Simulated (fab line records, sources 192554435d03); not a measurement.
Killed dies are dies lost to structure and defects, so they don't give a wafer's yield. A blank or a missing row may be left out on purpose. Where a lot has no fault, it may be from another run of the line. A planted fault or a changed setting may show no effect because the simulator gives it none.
Lot-split experiment	flow n5-finfet	7 lots, 21 wafers read, on a route of 1938 steps

## ON THE SPLIT
At N5_BEOL_M5_COAT_65 (time 60 s, resist thk 60 nm), the setting spin-rpm was moved away from the recipe's 1500 rpm on 3 of the 21 wafers read, by +4.7% to +5.9%. For the rest of the wafers, this setting stayed at what the recipe calls for.

The reading comes from the split's own step.

## THE READING
SOC_of_BEOL_M5_COAT_65.thk-nm (the simulator's own value, which no gauge read), in nm, at N5_BEOL_M5_COAT_65 (time 60 s, resist thk 60 nm). No usual value for it is given in the file. Across the 18 wafers here that went through the recipe, the average is 59.9 nm and the standard deviation 0.18 nm.

wafer	tool, chamber at the split	spin-rpm as run, rpm	against the recipe	SOC_of_BEOL_M5_COAT_65.thk-nm, nm	against lot-mates on the recipe
L074.1	litho-track-01, 0	1500	recipe	59.6	-
L074.2	litho-track-01, 0	1500	recipe	59.6	-
L074.3	litho-track-01, 0	1500	recipe	60	-
L075.1	litho-track-05, 0	1500	recipe	59.8	-
L075.3	litho-track-05, 0	1581	+5.4%	58.4	-1.5
L075.5	litho-track-05, 0	1500	recipe	60	-
L081.2	litho-track-03, 0	1500	recipe	60.2	-
L081.3	litho-track-03, 0	1500	recipe	60.2	-
L081.4	litho-track-03, 0	1500	recipe	60	-
L084.3	litho-track-03, 0	1588	+5.9%	58.2	-1.6
L084.4	litho-track-03, 0	1500	recipe	59.8	-
L084.6	litho-track-03, 0	1500	recipe	59.8	-
L085.1	litho-track-01, 0	1500	recipe	60	-
L085.2	litho-track-01, 0	1500	recipe	60	-
L085.6	litho-track-01, 0	1500	recipe	60.2	-
L092.2	litho-track-03, 0	1500	recipe	59.8	-
L092.5	litho-track-03, 0	1500	recipe	59.8	-
L092.3	litho-track-03, 0	1500	recipe	60	-
L094.2	litho-track-01, 0	1500	recipe	60	-
L094.3	litho-track-01, 0	1500	recipe	60	-
L094.6	litho-track-01, 0	1570	+4.7%	58.8	-1.2

FIT RESULTS
A straight line over all 21 wafers: SOC_of_BEOL_M5_COAT_65.thk-nm changes by -0.278 nm for each +1% of spin-rpm; r = -0.95; the points scatter about the line by 0.18 nm.
The same after taking each lot's own level away (the mean of its wafers on the recipe; 21 wafers): -0.271 nm for each +1%; r = -0.98; scatter 0.11 nm.
That fit puts the effect of the largest move of spin-rpm on the reading at 1.6 nm.
The span of the lots' own levels, 59.73 to 60.13 nm, comes to 2.3 times the standard deviation stated above.
The two slopes are in agreement: the lot-to-lot level therefore moves the slope only a little.
Check: for one of the wafers moved furthest among these (+5.9%), held out of the fit, the line's prediction against its lot-mates is -1.58 nm. It came out at -1.6 nm against them.

## ADDITIONAL SPLITS CARRIED BY THESE WAFERS
These wafers also went through other splits before the reading. Each is held against what the fit with the lots' levels taken away leaves over:
other split on the same wafers	wafers away from the commonest value	r with SOC_of_BEOL_M5_COAT_65.thk-nm (lot level and that fit taken away)
N5_BEOL_M0_SAQP_EXPOSE_37 dose-mj	7	+0.01
N5_BEOL_M0_SAQP_CUT_ETCH_46 source-w	8	-0.03
N5_BEOL_M0_ETCH_109 bias-w	9	+0.06
N5_BEOL_M2_COAT_67 spin-rpm	7	-0.20
N5_BEOL_M2_EXPOSE_25 dose-mj	5	-0.20
N5_BEOL_M3_TRENCH_ETCH_37 bias-w	8	+0.06
N5_BEOL_M3_ETCH_41 target-depth-a	5	-0.02

## FILE'S OWN FIT
SOC_of_BEOL_M5_COAT_65.thk-nm changes by -0.27 nm for each +1% of spin-rpm, r = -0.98.
